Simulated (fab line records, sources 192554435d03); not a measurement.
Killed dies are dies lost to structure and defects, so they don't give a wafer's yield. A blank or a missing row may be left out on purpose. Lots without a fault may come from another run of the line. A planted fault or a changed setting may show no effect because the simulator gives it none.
Chamber matching | flow n5_finfet | N5_BEOL_M0_CUTY_DESCUM_61 on rie_diel-05: 4 sister chambers
The step chemistry O2, time 7.9 s. 4 wafers are shown with their chamber, then 10 later ones without.

WAFERS WITH THEIR CHAMBER
wafer  | chamber | drypump_motor_current_A (A)
L083.2 | 2       | 5.6
L084.1 | 3       | 4.6
L088.2 | 0       | 6.2
L088.3 | 1       | 5.7

WAFERS WITHOUT THEIR CHAMBER
wafer  | drypump_motor_current_A (A)
L088.5 | 5.5
L089.2 | 4.6
L089.3 | 6.1
L089.4 | 5.6
L093.1 | 4.6
L093.2 | 6.1
L093.4 | 5.6
L096.2 | 6.2
L096.3 | 5.6
L096.4 | 4.6

WHICH CHAMBER EACH WENT THROUGH
wafer  | from the rows above     | in truth
L088.5 | can't be placed: 2 or 1 | 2
L089.2 | 3                       | 3
L089.3 | 0                       | 0
L089.4 | can't be placed: 2 or 1 | 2
L093.1 | 3                       | 3
L093.2 | 0                       | 0
L093.4 | can't be placed: 2 or 1 | 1
L096.2 | 0                       | 0
L096.3 | can't be placed: 2 or 1 | 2
L096.4 | 3                       | 3
Placed correctly: 6 of 10. Can't be placed from these rows: 4 (the true chamber is among the candidates in 4). Placed wrongly: 0.
How it was worked out, from the rows above alone: a wafer's distance from a chamber is the root of the sum, over the readings, of the square of ((its reading less the chamber's mean) divided by the reading's scatter). The wafer belongs to the nearest chamber; if the next one is less than 2 further off, it can't be placed. A chamber's mean is the mean of its shown wafers. The scatter: with one shown wafer a chamber, the root of the mean of the squares of how far each hidden wafer lies from its nearest shown one.
